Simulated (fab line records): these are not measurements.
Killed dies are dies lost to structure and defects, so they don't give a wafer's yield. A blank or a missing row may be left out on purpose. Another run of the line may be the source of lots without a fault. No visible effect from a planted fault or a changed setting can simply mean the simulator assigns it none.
Which of the tools did it? + flow nand harc + 18 wafers from 6 lots sampled at 3 of the route's 1159 steps

## WHAT THE GAUGES READ, wafer by wafer
NHARC_A_BONDPAD_CD_MEAS_09: the cd target is 500 nm.
| lot  | measured     | on        | cd nm (nm)        |
|------|--------------|-----------|-------------------|
| L179 | day 18 06:37 | cd sem-03 | 503.4 502.3 496.4 |
| L180 | day 18 21:44 | cd sem-02 | 499.4 502.9 504.3 |
| L187 | day 20 03:26 | cd sem-03 | 500.4 502.5 501.3 |
| L190 | day 20 19:08 | cd sem-02 | 501.3 501.7 502.3 |
| L197 | day 22 10:25 | cd sem-03 | 498.0 499.8 500.2 |
| L198 | day 23 05:50 | cd sem-02 | 502.2 498.9 500.7 |

## WHAT TOOL EACH LOT RAN ON (gives the tool, then ch and the chambers of the sampled wafers, and finally the start)
| lot  | NHARC_A_M1_ETCH_28                            | NHARC_A_M1_PRE_CLEAN_30      |
|------|-----------------------------------------------|------------------------------|
| L179 | rie diel-12 ch 0,1,3, day 18 03:06 or earlier | pvd sputter-01, day 18 03:06 |
| L180 | rie diel-02 ch 0,2,3, day 18 17:57 or earlier | pvd sputter-01, day 18 17:57 |
| L187 | rie diel-10 ch 0,2,3, day 19 23:52 or earlier | pvd sputter-01, day 19 23:52 |
| L190 | rie diel-02 ch 0,1,3, day 20 15:41 or earlier | pvd sputter-01, day 20 15:41 |
| L197 | rie diel-10 ch 0,3, day 22 06:46 or earlier   | pvd sputter-01, day 22 06:46 |
| L198 | rie diel-10 ch 1,2,3, day 23 02:25 or earlier | pvd sputter-02, day 23 02:25 |
- NHARC_A_M1_ETCH_28: etches the open film in CF4/N2, target depth 30 nm, time 72.99 s.
- NHARC_A_M1_PRE_CLEAN_30: time 30 s.

## THE ANSWER, worked out from the rows above alone
Rule: what is usual is taken from the lots themselves. Put in order of their means at a reading, lots are off if they are a third of the lots or fewer, leave a main group of 4 or more, and stand apart from it by a gap of 3 or more times the standard deviation of the main group's means; of several such gaps the widest counts. A main group is skipped when, at the precision printed for the reading in the tables above, its means are all equal. Also off: a lot with no number at a reading for which 4 or more lots have one. Any other lot the step has rows for is counted as sound.
No lot is off on any of the readings shown, so nothing can be concluded from this.

## WHAT THE SIMULATOR HAD INSERTED
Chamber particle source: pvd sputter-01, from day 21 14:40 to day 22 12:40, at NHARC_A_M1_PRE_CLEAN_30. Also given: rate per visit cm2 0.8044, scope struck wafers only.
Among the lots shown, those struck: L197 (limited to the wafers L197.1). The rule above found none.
